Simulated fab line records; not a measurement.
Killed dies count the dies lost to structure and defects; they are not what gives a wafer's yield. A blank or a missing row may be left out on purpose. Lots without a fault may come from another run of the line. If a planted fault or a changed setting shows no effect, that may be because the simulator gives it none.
2 desks looking at one fault    flow n5_finfet    only its own numbers are on each desk; what lay behind them is given at the end

== METROLOGY DESK ==
What the gauges read for every lot (on any tool): the sampled wafers with a number, averaged. Any lot whose mean is over 4 standard deviations away from the usual mean is out of limits and marked OUT; that distance is given in the brackets. Only the readings that lie furthest out on some lot appear, 7 of the 10 it has.
Columns: A = DIBL_N at N5_BEOL_M4_RC_MEAS_101, usual 36.5 mV/V; B = DIBL_P at N5_BEOL_M4_RC_MEAS_101, usual 36.3 mV/V; C = IOFF_N at N5_BEOL_M4_RC_MEAS_101, usual 0.16 nA/um; D = IOFF_P at N5_BEOL_M4_RC_MEAS_101, usual 0.21 nA/um; E = ION_N at N5_BEOL_M4_RC_MEAS_101, usual 676 uA/um; F = SS_P at N5_BEOL_M4_RC_MEAS_101, usual 73.3 mV/dec; G = VT_N at N5_BEOL_M4_RC_MEAS_101, usual 249 mV
lot   first seen here  A     B     C     D     E    F     G
L955  day 9 10:05      38.6  37.7  0.21  0.26  685  74.2  247
L956  day 9 13:59      35.9  33.6  0.13  0.18  663  72.5  254
L958  day 10 11:58     36.7  36.6  0.18  0.24  684  73.9  246
L970  day 13 01:22     37.3  37.9  0.17  0.22  680  73.7  250
This desk found nothing out of limits on any of the 4 lots.

== DESK OF THE TOOL OWNER: rie_diel-06 ==
The tool's own readings at N5_BEOL_M4_ETCH_64 (etches SOC in N2/H2, target depth 75 nm, overetch 22.5 nm, time 121.9 s): means of the sampled wafers that have a number, for each lot that ran on this tool. Any lot whose mean is over 4 standard deviations away from the usual mean is out of limits and marked OUT; that distance is given in the brackets.
Columns: A = drypump_motor_current_A at N5_BEOL_M4_ETCH_64, usual 5.6 A; B = oes_product_au at N5_BEOL_M4_ETCH_64, usual 0.56 a.u.; C = rf_fwd_power_W at N5_BEOL_M4_ETCH_64, usual 836.5 W; D = rf_vpp_V at N5_BEOL_M4_ETCH_64, usual 523.9 V; E = showerhead_plenum_p_Torr at N5_BEOL_M4_ETCH_64, usual 2.55 Torr; F = throttle_valve_pct at N5_BEOL_M4_ETCH_64, usual 17.93 %
lot   first seen here  A    B     C      D      E     F
L955  day 8 22:25      5.5  0.55  838.0  523.9  2.56  18.13
L956  day 9 04:48      5.3  0.55  835.9  521.6  2.45  17.81
L958  day 9 21:53      5.8  0.60  835.8  525.3  2.60  17.73
L970  day 12 18:45     5.5  0.54  838.2  523.2  2.52  17.98
This desk found nothing out of limits on any of the 4 lots.

== TAKEN TOGETHER ==
Nothing out of limits was seen by the metrology desk.
The desk of the tool owner found nothing out of limits.

== WHAT HAD BEEN PUT IN BY THE SIMULATOR ==
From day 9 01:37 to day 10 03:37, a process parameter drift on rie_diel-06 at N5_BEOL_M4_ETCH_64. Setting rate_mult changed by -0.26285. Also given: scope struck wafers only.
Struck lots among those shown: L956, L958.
